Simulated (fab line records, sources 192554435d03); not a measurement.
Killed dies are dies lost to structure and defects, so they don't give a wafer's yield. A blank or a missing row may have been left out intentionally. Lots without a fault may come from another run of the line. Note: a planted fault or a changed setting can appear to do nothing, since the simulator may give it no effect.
Which of the tools did it? || flow n5Finfet || Sampling: 9 lots, 27 wafers, 5 of 1938 route steps

## WHAT THE GAUGES READ, wafer by wafer
N5_SD_EPI_P_EPI_MEAS_23.
{"lot": "L715", "measured": "day 4 05:43", "on": "filmMetro-01", "thkNm (nm)": "60.1 61.4 60.7"}
{"lot": "L720", "measured": "day 5 11:22", "on": "filmMetro-01", "thkNm (nm)": "62.7 59.9 61.4"}
{"lot": "L726", "measured": "day 6 22:54", "on": "filmMetro-02", "thkNm (nm)": "60.6 60.1 61.9"}
{"lot": "L727", "measured": "day 7 03:47", "on": "filmMetro-02", "thkNm (nm)": "58.4 59.0 61.0"}
{"lot": "L728", "measured": "day 7 10:35", "on": "filmMetro-01", "thkNm (nm)": "59.8 62.0 61.1"}
{"lot": "L729", "measured": "day 7 15:34", "on": "filmMetro-01", "thkNm (nm)": "61.8 61.8 63.3"}
{"lot": "L731", "measured": "day 8 02:38", "on": "filmMetro-01", "thkNm (nm)": "59.2 61.1 57.9"}
{"lot": "L733", "measured": "day 8 16:25", "on": "filmMetro-01", "thkNm (nm)": "60.1 59.8 59.6"}
{"lot": "L735", "measured": "day 9 03:31", "on": "filmMetro-01", "thkNm (nm)": "59.8 60.1 59.4"}

N5_BEOL_M4_RC_MEAS_101.
{"lot": "L715", "measured": "day 9 00:37", "on": "prober-01", "CJ_P": "5.86 5.53 5.78", "DIBL_N (mV/V)": "36.3 36.9 38.3", "DIBL_P (mV/V)": "34.1 34.5 36.7", "IOFF_N (nA/um)": "0.138 0.141 0.175", "IOFF_P (nA/um)": "0.20 0.21 0.24", "IOFF_P_85C (nA/um)": "3.5 3.6 4.0", "IOFF_P_LIN (nA/um)": "0.101 0.104 0.115", "ION_N (uA/um)": "662 675 677", "ION_P (uA/um)": "464 469 468", "REXT_P (ohm.um)": "102.3 103.1 102.5", "SS_N (mV/dec)": "71.5 70.9 71.1", "SS_P (mV/dec)": "73.2 73.8 73.7", "VT_N (mV)": "253 253 247", "VT_P (mV)": "-248 -248 -248", "VT_P_LVT (mV)": "-99 -98 -97"}
{"lot": "L720", "measured": "day 9 12:13", "on": "prober-01", "CJ_P": "5.71 5.91 5.71", "DIBL_N (mV/V)": "33.9 36.2 36.4", "DIBL_P (mV/V)": "31.6 35.5 35.4", "IOFF_N (nA/um)": "0.107 0.157 0.153", "IOFF_P (nA/um)": "0.17 0.23 0.22", "IOFF_P_85C (nA/um)": "3.1 3.9 3.8", "IOFF_P_LIN (nA/um)": "0.088 0.108 0.106", "ION_N (uA/um)": "652 682 667", "ION_P (uA/um)": "459 474 462", "REXT_P (ohm.um)": "99.8 100.8 100.9", "SS_N (mV/dec)": "70.5 71.4 71.6", "SS_P (mV/dec)": "72.6 73.2 73.1", "VT_N (mV)": "255 250 250", "VT_P (mV)": "-251 -246 -247", "VT_P_LVT (mV)": "-100 -97 -98"}
{"lot": "L726", "measured": "day 11 04:51", "on": "prober-01", "CJ_P": "4.43 4.49 4.81", "DIBL_N (mV/V)": "34.9 34.6 34.2", "DIBL_P (mV/V)": "24.4 23.5 23.8", "IOFF_N (nA/um)": "0.141 0.142 0.134", "IOFF_P (nA/um)": "0.03 0.03 0.03", "IOFF_P_85C (nA/um)": "0.7 0.7 0.7", "IOFF_P_LIN (nA/um)": "0.021 0.020 0.021", "ION_N (uA/um)": "672 671 673", "ION_P (uA/um)": "294 302 298", "REXT_P (ohm.um)": "299.1 287.5 289.4", "SS_N (mV/dec)": "71.2 70.9 70.0", "SS_P (mV/dec)": "70.7 70.8 70.2", "VT_N (mV)": "251 252 249", "VT_P (mV)": "-289 -292 -292", "VT_P_LVT (mV)": "-138 -137 -138"}
{"lot": "L727", "measured": "day 11 22:08", "on": "prober-02", "CJ_P": "4.61 4.14 4.55", "DIBL_N (mV/V)": "32.9 35.7 34.3", "DIBL_P (mV/V)": "22.7 25.2 23.3", "IOFF_N (nA/um)": "0.126 0.171 0.139", "IOFF_P (nA/um)": "0.03 0.04 0.03", "IOFF_P_85C (nA/um)": "0.8 0.9 0.8", "IOFF_P_LIN (nA/um)": "0.022 0.024 0.022", "ION_N (uA/um)": "676 688 684", "ION_P (uA/um)": "296 294 296", "REXT_P (ohm.um)": "289.5 293.2 288.9", "SS_N (mV/dec)": "70.3 71.7 71.1", "SS_P (mV/dec)": "71.5 72.7 71.4", "VT_N (mV)": "251 247 252", "VT_P (mV)": "-289 -285 -284", "VT_P_LVT (mV)": "-138 -136 -136"}
{"lot": "L728", "measured": "day 11 22:31", "on": "prober-01", "CJ_P": "5.96 5.87 5.76", "DIBL_N (mV/V)": "37.7 34.0 33.2", "DIBL_P (mV/V)": "38.3 33.9 32.5", "IOFF_N (nA/um)": "0.189 0.121 0.106", "IOFF_P (nA/um)": "0.22 0.17 0.14", "IOFF_P_85C (nA/um)": "3.8 3.1 2.7", "IOFF_P_LIN (nA/um)": "0.100 0.084 0.073", "ION_N (uA/um)": "685 668 656", "ION_P (uA/um)": "463 460 452", "REXT_P (ohm.um)": "102.6 101.8 102.6", "SS_N (mV/dec)": "71.8 71.3 70.4", "SS_P (mV/dec)": "74.0 72.1 72.6", "VT_N (mV)": "249 255 255", "VT_P (mV)": "-252 -254 -257", "VT_P_LVT (mV)": "-101 -103 -105"}
{"lot": "L729", "measured": "day 12 00:12", "on": "prober-02", "CJ_P": "5.81 6.01 5.82", "DIBL_N (mV/V)": "38.4 32.6 36.1", "DIBL_P (mV/V)": "39.2 32.9 37.3", "IOFF_N (nA/um)": "0.153 0.076 0.117", "IOFF_P (nA/um)": "0.18 0.12 0.16", "IOFF_P_85C (nA/um)": "3.3 2.4 3.0", "IOFF_P_LIN (nA/um)": "0.082 0.062 0.076", "ION_N (uA/um)": "669 626 662", "ION_P (uA/um)": "448 430 449", "REXT_P (ohm.um)": "97.9 97.1 96.8", "SS_N (mV/dec)": "71.5 70.0 70.3", "SS_P (mV/dec)": "74.0 71.7 73.5", "VT_N (mV)": "255 266 259", "VT_P (mV)": "-254 -260 -257", "VT_P_LVT (mV)": "-106 -111 -107"}
{"lot": "L731", "measured": "day 12 09:55", "on": "prober-02", "CJ_P": "5.77 5.66 6.03", "DIBL_N (mV/V)": "36.9 36.9 35.5", "DIBL_P (mV/V)": "35.4 36.1 35.7", "IOFF_N (nA/um)": "0.152 0.153 0.140", "IOFF_P (nA/um)": "0.17 0.18 0.18", "IOFF_P_85C (nA/um)": "3.1 3.2 3.2", "IOFF_P_LIN (nA/um)": "0.087 0.087 0.091", "ION_N (uA/um)": "679 675 682", "ION_P (uA/um)": "453 451 465", "REXT_P (ohm.um)": "102.3 102.5 101.9", "SS_N (mV/dec)": "70.9 71.9 71.0", "SS_P (mV/dec)": "73.3 72.9 73.2", "VT_N (mV)": "251 252 251", "VT_P (mV)": "-255 -254 -252", "VT_P_LVT (mV)": "-102 -102 -102"}
{"lot": "L733", "measured": "day 13 02:19", "on": "prober-01", "CJ_P": "5.68 5.29 5.65", "DIBL_N (mV/V)": "38.6 37.8 38.0", "DIBL_P (mV/V)": "41.2 39.5 39.9", "IOFF_N (nA/um)": "0.200 0.181 0.183", "IOFF_P (nA/um)": "0.27 0.24 0.25", "IOFF_P_85C (nA/um)": "4.4 4.0 4.3", "IOFF_P_LIN (nA/um)": "0.118 0.107 0.114", "ION_N (uA/um)": "678 684 682", "ION_P (uA/um)": "464 462 472", "REXT_P (ohm.um)": "99.9 100.9 99.0", "SS_N (mV/dec)": "72.5 71.2 72.0", "SS_P (mV/dec)": "74.2 73.9 74.1", "VT_N (mV)": "245 247 250", "VT_P (mV)": "-247 -249 -247", "VT_P_LVT (mV)": "-97 -99 -97"}
{"lot": "L735", "measured": "day 13 22:43", "on": "prober-02", "CJ_P": "5.73 5.89 5.76", "DIBL_N (mV/V)": "34.5 35.1 35.3", "DIBL_P (mV/V)": "34.1 35.6 35.2", "IOFF_N (nA/um)": "0.145 0.163 0.164", "IOFF_P (nA/um)": "0.19 0.21 0.21", "IOFF_P_85C (nA/um)": "3.4 3.7 3.6", "IOFF_P_LIN (nA/um)": "0.098 0.107 0.104", "ION_N (uA/um)": "673 687 692", "ION_P (uA/um)": "471 470 469", "REXT_P (ohm.um)": "102.7 101.4 103.9", "SS_N (mV/dec)": "70.7 70.5 70.9", "SS_P (mV/dec)": "72.4 72.9 72.9", "VT_N (mV)": "249 246 247", "VT_P (mV)": "-249 -247 -247", "VT_P_LVT (mV)": "-99 -97 -99"}

## TOOL THAT RAN EACH LOT (tool first, then ch and the chambers of the sampled wafers, then the start)
{"lot": "L715", "N5_SD_EPI_N_ETCH_16": "rieDiel-03 ch 1,2, day 3 21:01", "N5_SD_EPI_N_VAPOR_ETCH_50": "epiRpcvd-01 ch 0, day 3 22:04", "N5_SD_EPI_P_VAPOR_ETCH_44": "epiRpcvd-03 ch 0, day 4 03:22"}
{"lot": "L720", "N5_SD_EPI_N_ETCH_16": "rieDiel-06 ch 1,2, day 5 01:25", "N5_SD_EPI_N_VAPOR_ETCH_50": "epiRpcvd-03 ch 0, day 5 02:29", "N5_SD_EPI_P_VAPOR_ETCH_44": "epiRpcvd-02 ch 0, day 5 07:10"}
{"lot": "L726", "N5_SD_EPI_N_ETCH_16": "rieDiel-06 ch 1,3, day 6 14:42", "N5_SD_EPI_N_VAPOR_ETCH_50": "epiRpcvd-04 ch 0, day 6 15:37", "N5_SD_EPI_P_VAPOR_ETCH_44": "epiRpcvd-03, day 6 19:47"}
{"lot": "L727", "N5_SD_EPI_N_ETCH_16": "rieDiel-05 ch 0,1,2, day 6 19:40", "N5_SD_EPI_N_VAPOR_ETCH_50": "epiRpcvd-01 ch 0, day 6 20:42", "N5_SD_EPI_P_VAPOR_ETCH_44": "epiRpcvd-03, day 7 01:26"}
{"lot": "L728", "N5_SD_EPI_N_ETCH_16": "rieDiel-05 ch 0,1,2, day 7 01:26", "N5_SD_EPI_N_VAPOR_ETCH_50": "epiRpcvd-01 ch 0, day 7 02:28", "N5_SD_EPI_P_VAPOR_ETCH_44": "epiRpcvd-02 ch 0, day 7 07:26"}
{"lot": "L729", "N5_SD_EPI_N_ETCH_16": "rieDiel-06 ch 0,1,3, day 7 06:29", "N5_SD_EPI_N_VAPOR_ETCH_50": "epiRpcvd-03 ch 0, day 7 07:22", "N5_SD_EPI_P_VAPOR_ETCH_44": "epiRpcvd-03 ch 0, day 7 13:11"}
{"lot": "L731", "N5_SD_EPI_N_ETCH_16": "rieDiel-03 ch 0,1,3, day 7 19:08", "N5_SD_EPI_N_VAPOR_ETCH_50": "epiRpcvd-03 ch 0, day 7 20:03", "N5_SD_EPI_P_VAPOR_ETCH_44": "epiRpcvd-03 ch 0, day 8 00:17"}
{"lot": "L733", "N5_SD_EPI_N_ETCH_16": "rieDiel-06 ch 1,3, day 8 07:56", "N5_SD_EPI_N_VAPOR_ETCH_50": "epiRpcvd-03 ch 0, day 8 08:49", "N5_SD_EPI_P_VAPOR_ETCH_44": "epiRpcvd-03 ch 0, day 8 13:16"}
{"lot": "L735", "N5_SD_EPI_N_ETCH_16": "rieDiel-05 ch 0,2, day 8 18:52", "N5_SD_EPI_N_VAPOR_ETCH_50": "epiRpcvd-03 ch 0, day 8 19:44", "N5_SD_EPI_P_VAPOR_ETCH_44": "epiRpcvd-03 ch 0, day 9 01:08"}
- N5_SD_EPI_N_ETCH_16: etches SiO2 in CHF3/O2, target depth 5 nm.
- N5_SD_EPI_N_VAPOR_ETCH_50: etches Si in HCl, time 54 s.
- N5_SD_EPI_P_VAPOR_ETCH_44: etches SiGe30 in NF3/Ar, time 3.3 s.

## AS READ BY THE TOOLS THEMSELVES (means over the sampled wafers that have a number; for cases with no such wafer, the mark the record gives instead)
N5_SD_EPI_N_ETCH_16.
{"lot": "L715", "tool": "rieDiel-03", "CHF3_flow_sccm (sccm)": 50.12, "O2_flow_sccm (sccm)": 5.006, "drypumpMotorCurrentA (A)": 5.9, "oes_f_703_au (a.u.)": 0.77, "oesProductAu (a.u.)": 0.75, "rfVppV (V)": 528, "showerheadPlenumPTorr (Torr)": 2.37, "throttleValvePct (%)": 18.96}
{"lot": "L720", "tool": "rieDiel-06", "CHF3_flow_sccm (sccm)": 50.02, "O2_flow_sccm (sccm)": 4.992, "drypumpMotorCurrentA (A)": 5.6, "oes_f_703_au (a.u.)": 0.74, "oesProductAu (a.u.)": 0.72, "rfVppV (V)": 512, "showerheadPlenumPTorr (Torr)": 2.33, "throttleValvePct (%)": 18.76}
{"lot": "L726", "tool": "rieDiel-06", "CHF3_flow_sccm (sccm)": 50.10, "O2_flow_sccm (sccm)": 5.009, "drypumpMotorCurrentA (A)": 6.0, "oes_f_703_au (a.u.)": 0.77, "oesProductAu (a.u.)": 0.75, "rfVppV (V)": 523, "showerheadPlenumPTorr (Torr)": 2.34, "throttleValvePct (%)": 18.75}
{"lot": "L727", "tool": "rieDiel-05", "CHF3_flow_sccm (sccm)": 50.06, "O2_flow_sccm (sccm)": 4.992, "drypumpMotorCurrentA (A)": 5.5, "oes_f_703_au (a.u.)": 0.75, "oesProductAu (a.u.)": 0.74, "rfVppV (V)": 522, "showerheadPlenumPTorr (Torr)": 2.44, "throttleValvePct (%)": 18.84}
{"lot": "L728", "tool": "rieDiel-05", "CHF3_flow_sccm (sccm)": 50.09, "O2_flow_sccm (sccm)": 4.986, "drypumpMotorCurrentA (A)": 5.5, "oes_f_703_au (a.u.)": 0.75, "oesProductAu (a.u.)": 0.73, "rfVppV (V)": 523, "showerheadPlenumPTorr (Torr)": 2.44, "throttleValvePct (%)": 18.84}
{"lot": "L729", "tool": "rieDiel-06", "CHF3_flow_sccm (sccm)": 49.90, "O2_flow_sccm (sccm)": 5.014, "drypumpMotorCurrentA (A)": 5.6, "oes_f_703_au (a.u.)": 0.75, "oesProductAu (a.u.)": 0.73, "rfVppV (V)": 527, "showerheadPlenumPTorr (Torr)": 2.40, "throttleValvePct (%)": 18.83}
{"lot": "L731", "tool": "rieDiel-03", "CHF3_flow_sccm (sccm)": 49.87, "O2_flow_sccm (sccm)": 4.992, "drypumpMotorCurrentA (A)": 5.6, "oes_f_703_au (a.u.)": 0.89, "oesProductAu (a.u.)": 0.91, "rfVppV (V)": 530, "showerheadPlenumPTorr (Torr)": 2.39, "throttleValvePct (%)": 18.85}
{"lot": "L733", "tool": "rieDiel-06", "CHF3_flow_sccm (sccm)": 50.06, "O2_flow_sccm (sccm)": 5.002, "drypumpMotorCurrentA (A)": 5.7, "oes_f_703_au (a.u.)": 0.77, "oesProductAu (a.u.)": 0.75, "rfVppV (V)": 521, "showerheadPlenumPTorr (Torr)": 2.37, "throttleValvePct (%)": 18.68}
{"lot": "L735", "tool": "rieDiel-05", "CHF3_flow_sccm (sccm)": 50.15, "O2_flow_sccm (sccm)": 4.995, "drypumpMotorCurrentA (A)": 5.6, "oes_f_703_au (a.u.)": 0.75, "oesProductAu (a.u.)": 0.73, "rfVppV (V)": 529, "showerheadPlenumPTorr (Torr)": 2.47, "throttleValvePct (%)": 18.75}

N5_SD_EPI_N_VAPOR_ETCH_50.
{"lot": "L715", "tool": "epiRpcvd-01", "chamberPressureTorr (Torr)": 20.06, "lampInnerPct (%)": 17.5, "throttleValvePct (%)": 12.5}
{"lot": "L720", "tool": "epiRpcvd-03", "chamberPressureTorr (Torr)": 20.03, "lampInnerPct (%)": 21.1, "throttleValvePct (%)": 11.8}
{"lot": "L726", "tool": "epiRpcvd-04", "chamberPressureTorr (Torr)": 19.97, "lampInnerPct (%)": 19.6, "throttleValvePct (%)": 11.2}
{"lot": "L727", "tool": "epiRpcvd-01", "chamberPressureTorr (Torr)": 20.03, "lampInnerPct (%)": 17.6, "throttleValvePct (%)": 12.4}
{"lot": "L728", "tool": "epiRpcvd-01", "chamberPressureTorr (Torr)": 20.01, "lampInnerPct (%)": 17.5, "throttleValvePct (%)": 12.3}
{"lot": "L729", "tool": "epiRpcvd-03", "chamberPressureTorr (Torr)": 20.00, "lampInnerPct (%)": 21.1, "throttleValvePct (%)": 11.9}
{"lot": "L731", "tool": "epiRpcvd-03", "chamberPressureTorr (Torr)": 19.99, "lampInnerPct (%)": 21.2, "throttleValvePct (%)": 11.8}
{"lot": "L733", "tool": "epiRpcvd-03", "chamberPressureTorr (Torr)": 20.02, "lampInnerPct (%)": 21.3, "throttleValvePct (%)": 11.9}
{"lot": "L735", "tool": "epiRpcvd-03", "chamberPressureTorr (Torr)": 19.99, "lampInnerPct (%)": 21.0, "throttleValvePct (%)": 11.8}

N5_SD_EPI_P_VAPOR_ETCH_44.
{"lot": "L715", "tool": "epiRpcvd-03", "susceptorTempC (C)": 25.07}
{"lot": "L720", "tool": "epiRpcvd-02", "susceptorTempC (C)": 25.08}
{"lot": "L726", "tool": "epiRpcvd-03", "susceptorTempC (C)": "-"}
{"lot": "L727", "tool": "epiRpcvd-03", "susceptorTempC (C)": "-"}
{"lot": "L728", "tool": "epiRpcvd-02", "susceptorTempC (C)": 24.92}
{"lot": "L729", "tool": "epiRpcvd-03", "susceptorTempC (C)": 25.03}
{"lot": "L731", "tool": "epiRpcvd-03", "susceptorTempC (C)": 25.05}
{"lot": "L733", "tool": "epiRpcvd-03", "susceptorTempC (C)": 25.11}
{"lot": "L735", "tool": "epiRpcvd-03", "susceptorTempC (C)": 24.88}

## THE ANSWER, worked out from the rows above alone
Rule: the usual values come from the lots themselves. The widest of any qualifying gaps counts: lots, ordered by their means at a reading, are off when they make up no more than a third of the lots, leave a main group of 4 or more, and stand apart from it by 3 or more times the standard deviation of that group's means. The tables above print the reading to a certain number of digits; a main group whose means all agree to those digits is not used. A lot without any number at a reading at which 4 lots or more have one is off too. Any other lot the step has rows for is counted as sound. Order of review: gauges by route order, followed by the tools' own readings, for which a lot's mean as printed above is used. The first step at which some lot is off is used, and at that step the reading that is off furthest; a lot without a number counts as furthest.
Off: L726, L727, seen at N5_BEOL_M4_RC_MEAS_101 (REXT_P). The main group: mean 101.1 ohm.um, standard deviation 1.9.
A tool fits if, at a process step before that reading, it ran every lot that is off, and no sound lot after the first of them. The gauges at N5_BEOL_M4_RC_MEAS_101 aren't tried: what is off there is off at N5_SD_EPI_P_VAPOR_ETCH_44 too, on other tools, and a gauge's error can't cause that. None of those tried fits.

## WHAT WAS PUT IN BY THE SIMULATOR
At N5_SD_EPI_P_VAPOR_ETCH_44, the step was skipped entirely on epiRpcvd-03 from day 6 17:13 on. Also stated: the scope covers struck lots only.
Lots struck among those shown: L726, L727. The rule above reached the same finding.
